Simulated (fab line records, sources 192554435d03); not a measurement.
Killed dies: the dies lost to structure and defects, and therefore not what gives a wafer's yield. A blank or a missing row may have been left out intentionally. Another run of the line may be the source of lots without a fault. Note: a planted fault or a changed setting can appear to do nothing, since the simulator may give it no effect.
Which of the tools did it? + flow n5 finfet + Sampling: 10 lots, 30 wafers, 5 of 1938 route steps

WHAT THE GAUGES READ, wafer by wafer
N5_SD_EPI_N_CD_MEAS_09 targets a cd of 120 nm. Usual: 119.9 nm for cd nm, sd 0.55.
| lot  | measured    | on        | cd nm (nm)        | flag |
|------|-------------|-----------|-------------------|------|
| L982 | day 2 22:59 | cd sem-01 | 119.8 119.6 119.6 |      |
| L983 | day 3 05:29 | cd sem-03 | 120.2 119.5 120.2 |      |
| L987 | day 4 08:16 | cd sem-03 | 120.0 119.8 120.5 |      |
| L995 | day 6 09:02 | cd sem-02 | 120.2 120.0 120.4 |      |
| L998 | day 7 01:35 | cd sem-03 | 120.7 120.7 120.1 |      |
| L999 | day 7 09:25 | cd sem-01 | 119.3 119.8 119.8 |      |
| L101 | day 7 20:49 | cd sem-01 | 119.6 119.5 119.0 |      |
| L103 | day 8 05:57 | cd sem-02 | 119.5 120.0 120.1 |      |
| L104 | day 8 15:03 | cd sem-02 | 119.9 119.9 119.0 |      |
| L105 | day 8 19:05 | cd sem-02 | 119.2 119.1 120.0 |      |

N5_SD_EPI_N_EPI_MEAS_23. Usual: 59.1 nm for thk nm, sd 1.2.
| lot  | measured    | on            | thk nm (nm)    | flag |
|------|-------------|---------------|----------------|------|
| L982 | day 3 02:38 | film metro-01 | 59.2 59.2 59.5 |      |
| L983 | day 3 09:31 | film metro-01 | 58.6 57.6 59.5 |      |
| L987 | day 4 11:51 | film metro-02 | 60.2 58.9 59.2 |      |
| L995 | day 6 12:31 | film metro-02 | 58.9 57.7 57.1 |      |
| L998 | day 7 06:07 | film metro-02 | 58.4 59.5 57.8 |      |
| L999 | day 7 13:31 | film metro-02 | 59.9 57.6 59.0 |      |
| L101 | day 8 00:17 | film metro-01 | 59.1 57.0 58.1 |      |
| L103 | day 8 09:25 | film metro-01 | 58.8 60.6 60.9 |      |
| L104 | day 8 18:37 | film metro-02 | 56.7 59.7 58.9 |      |
| L105 | day 8 22:37 | film metro-02 | 60.0 60.6 59.5 |      |

N5_BEOL_M4_RC_MEAS_101. Usual: DIBL_N 36.4 mV/V, standard deviation 1.4; DIBL_P 36.4 mV/V, standard deviation 1.5; IOFF_N 0.156 nA/um, standard deviation 0.022; IOFF_P 0.210 nA/um, standard deviation 0.023; ION_N 675 uA/um, standard deviation 9.1; ION_P 463 uA/um, standard deviation 5.7; SS_N 71.6 mV/dec, standard deviation 0.45; SS_P 73.3 mV/dec, standard deviation 0.56; VT_N 250 mV, standard deviation 3.1; VT_P -250.3 mV, standard deviation 2.3.
| lot  | measured     | on        | DIBL_N (mV/V)  | DIBL_P (mV/V)  | IOFF_N (nA/um)    | IOFF_P (nA/um)    | ION_N (uA/um) | ION_P (uA/um) | SS_N (mV/dec)  | SS_P (mV/dec)  | VT_N (mV)   | VT_P (mV)            | flag |
|------|--------------|-----------|----------------|----------------|-------------------|-------------------|---------------|---------------|----------------|----------------|-------------|----------------------|------|
| L982 | day 9 06:28  | prober-01 | 35.5 38.7 37.8 | 32.1 36.9 35.6 | 0.117 0.175 0.158 | 0.181 0.263 0.238 | 667 674 680   | 459 463 465   | 71.3 72.3 72.1 | 73.0 73.6 74.2 | 259 249 251 | -252.0 -247.5 -249.4 |      |
| L983 | day 9 10:19  | prober-01 | 36.4 34.4 35.7 | 38.4 36.0 37.3 | 0.172 0.147 0.159 | 0.220 0.183 0.201 | 680 676 680   | 464 466 463   | 71.4 71.8 71.4 | 73.1 73.3 73.2 | 248 251 252 | -247.6 -254.1 -251.3 |      |
| L987 | day 10 07:53 | prober-01 | 33.9 35.9 34.0 | 35.1 38.1 34.8 | 0.142 0.189 0.141 | 0.200 0.241 0.192 | 676 688 663   | 467 465 462   | 71.2 72.3 70.7 | 72.2 73.4 72.0 | 248 245 251 | -251.3 -246.9 -251.6 |      |
| L995 | day 12 11:01 | prober-01 | 39.9 36.8 38.7 | 36.8 32.7 35.2 | 0.185 0.114 0.155 | 0.245 0.179 0.214 | 683 657 676   | 464 461 465   | 70.8 70.9 71.2 | 73.8 72.2 73.6 | 248 254 250 | -249.2 -251.9 -249.4 |      |
| L998 | day 13 01:37 | prober-01 | 37.7 37.9 38.8 | 38.4 38.2 40.0 | 0.171 0.176 0.190 | 0.213 0.225 0.240 | 681 681 691   | 467 465 463   | 71.7 72.3 71.6 | 73.4 73.7 73.7 | 250 249 249 | -251.3 -249.6 -248.2 |      |
| L999 | day 13 13:28 | prober-01 | 37.7 36.4 38.5 | 37.1 35.4 38.0 | 0.167 0.154 0.188 | 0.210 0.189 0.223 | 682 687 690   | 461 463 471   | 71.6 71.4 71.9 | 74.3 73.1 73.9 | 249 249 245 | -251.9 -252.3 -251.3 |      |
| L101 | day 13 23:07 | prober-02 | 34.7 34.6 33.9 | 36.0 35.4 34.7 | 0.134 0.130 0.116 | 0.192 0.187 0.168 | 678 661 665   | 465 459 456   | 71.1 71.7 71.0 | 72.3 72.1 72.4 | 252 251 254 | -251.0 -251.1 -252.2 |      |
| L103 | day 14 05:38 | prober-01 | 37.2 38.5 36.9 | 37.8 37.8 36.5 | 0.178 0.199 0.160 | 0.224 0.230 0.202 | 680 683 681   | 465 464 466   | 71.8 72.1 71.9 | 73.4 73.7 73.5 | 246 247 248 | -249.6 -250.2 -252.1 |      |
| L104 | day 14 15:42 | prober-02 | 37.2 36.8 35.9 | 38.6 37.0 35.9 | 0.187 0.166 0.152 | 0.259 0.228 0.212 | 685 671 675   | 477 465 467   | 72.3 72.1 71.6 | 73.5 74.1 73.8 | 246 248 249 | -249.3 -249.0 -250.1 |      |
| L105 | day 15 06:20 | prober-02 | 37.0 35.1 36.8 | 38.0 36.5 38.2 | 0.164 0.139 0.174 | 0.233 0.205 0.235 | 669 669 676   | 468 465 467   | 71.6 71.4 71.8 | 73.6 72.4 72.8 | 250 252 249 | -249.7 -248.6 -249.1 |      |

EACH LOT AND THE TOOL THAT RAN IT (in order: tool; ch and the chambers of the sampled wafers; start)
| lot  | N5_SD_EPI_N_ETCH_45               | N5_SD_EPI_N_PRECLEAN_49            |
|------|-----------------------------------|------------------------------------|
| L982 | rie diel-02 ch 0,1,2, day 2 23:46 | remote plasma-01 ch 1, day 3 02:47 |
| L983 | rie diel-02 ch 0,2,3, day 3 06:37 | remote plasma-01 ch 1, day 3 09:39 |
| L987 | rie diel-03 ch 0,1,2, day 4 08:59 | remote plasma-01 ch 1, day 4 11:57 |
| L995 | rie diel-05 ch 0,2,3, day 6 09:38 | remote plasma-02 ch 0, day 6 12:37 |
| L998 | rie diel-05 ch 0,3, day 7 02:29   | remote plasma-01 ch 0, day 7 06:13 |
| L999 | rie diel-03 ch 1,3, day 7 10:01   | remote plasma-01 ch 1, day 7 13:39 |
| L101 | rie diel-03 ch 2,3, day 7 21:25   | remote plasma-02 ch 0, day 8 00:29 |
| L103 | rie diel-02 ch 0,3, day 8 06:33   | remote plasma-01 ch 1, day 8 09:34 |
| L104 | rie diel-05 ch 0,1,3, day 8 15:43 | remote plasma-02 ch 1, day 8 18:43 |
| L105 | rie diel-05 ch 1,2,3, day 8 19:43 | remote plasma-02 ch 1, day 8 22:44 |
- N5_SD_EPI_N_ETCH_45: etches SiOCN in CH3F/O2, target depth 6 nm.
- N5_SD_EPI_N_PRECLEAN_49: cleans in NF3:NH3, afs cycles 1, time 20 s, sublimation time 60 s.

AS READ BY THE TOOLS THEMSELVES (means over the sampled wafers that have a number; for cases with no such wafer, the mark the record gives instead)
N5_SD_EPI_N_ETCH_45. Usual: drypump motor current A 5.9 A, standard deviation 0.5; oes product au 0.78 a.u., standard deviation 0.075; rf vpp V 127.9 V, standard deviation 0.97; showerhead plenum p Torr 2.04 Torr, standard deviation 0.067; throttle valve pct 23.32 %, standard deviation 0.22.
| lot  | tool        | drypump motor current A (A) | oes product au (a.u.) | rf vpp V (V) | showerhead plenum p Torr (Torr) | throttle valve pct (%) | flag |
|------|-------------|-----------------------------|-----------------------|--------------|---------------------------------|------------------------|------|
| L982 | rie diel-02 | 5.7                         | 0.73                  | 127.5        | 1.98                            | 23.48                  |      |
| L983 | rie diel-02 | 6.0                         | 0.79                  | 128.0        | 2.03                            | 23.48                  |      |
| L987 | rie diel-03 | 6.3                         | 0.72                  | 128.0        | 2.00                            | 23.34                  |      |
| L995 | rie diel-05 | 6.0                         | 0.74                  | 128.3        | 2.07                            | 23.30                  |      |
| L998 | rie diel-05 | 6.2                         | 0.74                  | 127.9        | 2.08                            | 23.44                  |      |
| L999 | rie diel-03 | 6.3                         | 0.76                  | 127.4        | 2.02                            | 23.25                  |      |
| L101 | rie diel-03 | 5.9                         | 0.84                  | 128.0        | 2.08                            | 23.48                  |      |
| L103 | rie diel-02 | 5.9                         | 0.80                  | 127.6        | 2.09                            | 23.49                  |      |
| L104 | rie diel-05 | 5.6                         | 0.78                  | 127.4        | 2.03                            | 23.37                  |      |
| L105 | rie diel-05 | 5.7                         | 0.77                  | 127.0        | 2.02                            | 23.22                  |      |

N5_SD_EPI_N_PRECLEAN_49. Usual: rf power w 29.97 W, standard deviation 0.091; temp c 29.98 C, standard deviation 0.094.
| lot  | tool             | rf power w (W) | temp c (C) | flag |
|------|------------------|----------------|------------|------|
| L982 | remote plasma-01 | 30.04          | 30.11      |      |
| L983 | remote plasma-01 | 30.04          | 30.01      |      |
| L987 | remote plasma-01 | 29.91          | 31.44      | OFF  |
| L995 | remote plasma-02 | 29.95          | 30.08      |      |
| L998 | remote plasma-01 | 30.09          | 29.95      |      |
| L999 | remote plasma-01 | 29.91          | 30.02      |      |
| L101 | remote plasma-02 | 29.96          | 29.93      |      |
| L103 | remote plasma-01 | 29.97          | 29.96      |      |
| L104 | remote plasma-02 | 29.94          | 29.94      |      |
| L105 | remote plasma-02 | 30.03          | 29.86      |      |

THE ANSWER, worked out from the rows above alone
Rule: take the mean of a lot's wafers that have a number; if it is more than 3 standard deviations from the usual mean, the lot is off. A lot without any number at a reading at which 4 lots or more have one is off too. The other lots that the step has rows for count as sound. First the gauges in route order, then the tools' own readings, where a lot's mean is used as printed above. At the first step where some lot is off, the reading lying furthest off is the one used; lots without a number count as furthest.
Off, at N5_SD_EPI_N_PRECLEAN_49 on temp c: L987.
A tool fits if, at that step or a process step before it, it ran every lot that is off, and no sound lot after the first of them. No candidate that was tried fits.

WHAT THE SIMULATOR HAD PUT IN
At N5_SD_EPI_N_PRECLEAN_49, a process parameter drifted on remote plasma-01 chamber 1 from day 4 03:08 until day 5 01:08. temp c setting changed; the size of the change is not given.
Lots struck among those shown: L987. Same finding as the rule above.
